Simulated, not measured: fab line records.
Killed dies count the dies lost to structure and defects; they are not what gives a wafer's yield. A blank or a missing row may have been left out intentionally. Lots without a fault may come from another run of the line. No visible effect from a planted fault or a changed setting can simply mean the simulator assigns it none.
The tool behind it: which one? -- flow n5Finfet -- 12 lots with 36 wafers sampled at 6 steps, on a route of 1938 steps

== WHAT THE GAUGES SHOWED, per wafer ==
N5_BEOL_M6_OCD_MEAS_38.
lot,measured,on,trenchDepthNm (nm)
L075,day 8 20:46,ocd-02,92.8 93.0 92.0
L077,day 9 02:34,ocd-01,92.2 92.0 92.2
L079,day 9 18:55,ocd-01,92.5 91.1 91.9
L081,day 10 06:59,ocd-02,97.4 93.0 97.1
L083,day 10 18:14,ocd-01,93.7 92.8 93.5
L085,day 11 14:03,ocd-01,97.1 92.5 92.2
L087,day 12 01:24,ocd-01,92.7 96.7 91.3
L088,day 13 04:07,ocd-01,97.1 96.6 97.3
L092,day 13 10:28,ocd-02,97.4 97.1 91.1
L093,day 14 10:31,ocd-02,95.8 96.0 97.3
L097,day 14 17:13,ocd-01,96.1 96.0 96.3
L096,day 14 21:31,ocd-02,97.8 96.7 97.2

== EACH LOT AND THE TOOL THAT RAN IT (in order: tool; ch and the chambers of the sampled wafers; start) ==
lot,N5_BEOL_M5_ETCH_75,N5_BEOL_M5_DEGAS_44,N5_BEOL_M6_PECVD_70,N5_BEOL_M6_HM_DEP_02,N5_BEOL_M6_STRIP_80
L075,"rieDiel-01 ch 0,2,3, day 8 07:37","pvdSputter-02, day 8 08:46","pecvd-01 ch 0,1,2, day 8 15:48","pvdSputter-03, day 8 16:58","rieDiel-05 ch 0,2,3, day 8 20:46 or earlier"
L077,"rieDiel-06 ch 1,2,3, day 8 13:33","pvdSputter-01, day 8 14:56","pecvd-02 ch 1,2, day 8 22:47","pvdSputter-01, day 8 23:25","rieDiel-05 ch 0,2,3, day 9 02:34 or earlier"
L079,"rieDiel-01 ch 0,1,3, day 9 05:05","pvdSputter-01, day 9 06:20","pecvd-01 ch 0,1,2, day 9 15:33","pvdSputter-02, day 9 16:01","rieDiel-05 ch 0,1,3, day 9 18:55 or earlier"
L081,"rieDiel-02 ch 2,3, day 9 18:14","pvdSputter-03, day 9 19:30","pecvd-02 ch 0,1, day 10 02:27","pvdSputter-03, day 10 04:23","rieDiel-03 ch 1,2,3, day 10 06:59 or earlier"
L083,"rieDiel-01 ch 0,3, day 10 04:33","pvdSputter-03, day 10 07:15","pecvd-01 ch 1,2, day 10 13:56","pvdSputter-03, day 10 15:37","rieDiel-05 ch 1,3, day 10 18:14 or earlier"
L085,"rieDiel-01 ch 1,3, day 10 21:55","pvdSputter-02, day 10 23:05","pecvd-02 ch 0,1,2, day 11 07:46","pvdSputter-01, day 11 09:42","rieDiel-05 ch 1,2,3, day 11 14:03 or earlier"
L087,"rieDiel-02 ch 0,1, day 11 13:40","pvdSputter-02, day 11 14:37","pecvd-01 ch 0,1, day 11 21:20","pvdSputter-02, day 11 21:38","rieDiel-05 ch 1,2,3, day 12 01:24 or earlier"
L088,"rieDiel-01 ch 1,2,3, day 12 11:29","pvdSputter-03, day 12 13:58","pecvd-03 ch 1,2, day 12 20:43","pvdSputter-02, day 12 21:58","rieDiel-05 ch 0,2, day 13 04:07 or earlier"
L092,"rieDiel-02 ch 0,3, day 12 21:49","pvdSputter-01, day 12 23:22","pecvd-03 ch 1,2, day 13 06:08","pvdSputter-03, day 13 07:39","rieDiel-05 ch 0,1, day 13 10:28 or earlier"
L093,"rieDiel-06 ch 2,3, day 13 18:20","pvdSputter-02, day 13 19:27","pecvd-02 ch 0,1, day 14 02:11","pvdSputter-03, day 14 03:57","rieDiel-03 ch 2,3, day 14 10:31 or earlier"
L097,"rieDiel-02 ch 1,2,3, day 14 03:41","pvdSputter-03, day 14 04:52","pecvd-02 ch 0,1,2, day 14 11:53","pvdSputter-02, day 14 13:53","rieDiel-03 ch 1,2,3, day 14 17:13 or earlier"
L096,"rieDiel-06 ch 1,2,3, day 14 10:00","pvdSputter-03, day 14 11:02","pecvd-03 ch 0,2, day 14 17:59","pvdSputter-02, day 14 18:03","rieDiel-05 ch 0,2, day 14 21:31 or earlier"
- N5_BEOL_M5_ETCH_75: etches underlayer in N2/H2, target depth 6.5 nm, time 5.2 s.
- N5_BEOL_M5_DEGAS_44: time 60 s.
- N5_BEOL_M6_PECVD_70: deposits SiO2 from TEOS/O2, target thk 20 nm, time 22.7 s.
- N5_BEOL_M6_HM_DEP_02: deposits TiN, target thk 20 nm.
- N5_BEOL_M6_STRIP_80: strips in N2/H2, time 10 s.

== THE ANSWER, worked out from the rows above alone ==
Rule: the lots themselves supply what counts as usual. Put in order of their means at a reading, lots are off if they are a third of the lots or fewer, leave a main group of 4 or more, and stand apart from it by a gap of 3 or more times the standard deviation of the main group's means; of several such gaps the widest counts. A main group is skipped when, at the precision printed for the reading in the tables above, its means are all equal. Also off: a lot with no number at a reading for which 4 or more lots have one. Any other lot the step has rows for is counted as sound.
No lot is off on any of the readings shown, so nothing can be concluded from this.

== WHAT THE SIMULATOR HAD PUT IN ==
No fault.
